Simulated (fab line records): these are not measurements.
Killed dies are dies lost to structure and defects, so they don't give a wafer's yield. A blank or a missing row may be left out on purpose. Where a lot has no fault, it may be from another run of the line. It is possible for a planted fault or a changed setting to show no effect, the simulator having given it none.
Matching of chambers || flow nand harc || 3 sister chambers for NHARC_P_M2_PRE_CLEAN_32 on pecvd-03
The step time 12 s. 3 wafers are shown with their chamber, then 10 later ones without.

== EACH WAFER AND ITS CHAMBER ==
{"wafer": "L085.6", "chamber": 2, "heater power w (W)": 819}
{"wafer": "L086.2", "chamber": 1, "heater power w (W)": 713}
{"wafer": "L086.5", "chamber": 0, "heater power w (W)": 660}

== WAFERS WITH NO CHAMBER GIVEN ==
{"wafer": "L086.6", "heater power w (W)": 703}
{"wafer": "L089.1", "heater power w (W)": 779}
{"wafer": "L089.4", "heater power w (W)": 704}
{"wafer": "L089.5", "heater power w (W)": 763}
{"wafer": "L092.3", "heater power w (W)": 836}
{"wafer": "L092.4", "heater power w (W)": 833}
{"wafer": "L092.6", "heater power w (W)": 767}
{"wafer": "L096.3", "heater power w (W)": 718}
{"wafer": "L096.4", "heater power w (W)": 670}
{"wafer": "L096.5", "heater power w (W)": 690}

== EACH ONE'S CHAMBER ==
{"wafer": "L086.6", "from the rows above": "can't be placed: 1 or 0", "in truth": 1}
{"wafer": "L089.1", "from the rows above": "can't be placed: 2 or 1", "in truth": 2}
{"wafer": "L089.4", "from the rows above": "can't be placed: 1 or 0", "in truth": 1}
{"wafer": "L089.5", "from the rows above": "can't be placed: 1 or 2 or 0", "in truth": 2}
{"wafer": "L092.3", "from the rows above": 2, "in truth": 2}
{"wafer": "L092.4", "from the rows above": 2, "in truth": 2}
{"wafer": "L092.6", "from the rows above": "can't be placed: 2 or 1 or 0", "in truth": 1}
{"wafer": "L096.3", "from the rows above": "can't be placed: 1 or 0", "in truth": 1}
{"wafer": "L096.4", "from the rows above": "can't be placed: 0 or 1", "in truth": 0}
{"wafer": "L096.5", "from the rows above": "can't be placed: 1 or 0", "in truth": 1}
Correctly placed: 2 of 10. Not placeable from these rows: 8 (in 8, the candidates include the true chamber). Placed wrongly: 0.
How it was worked out, from the rows above alone: a wafer's distance from a chamber is the root of the sum, over the readings, of the square of ((its reading less the chamber's mean) divided by the reading's scatter). The wafer belongs to the nearest chamber; if the next one is less than 2 further off, it can't be placed. A chamber's mean is the mean of its shown wafers. The scatter (one wafer shown for each chamber): square how far every hidden wafer sits from the nearest shown wafer, average those squares and take the square root.
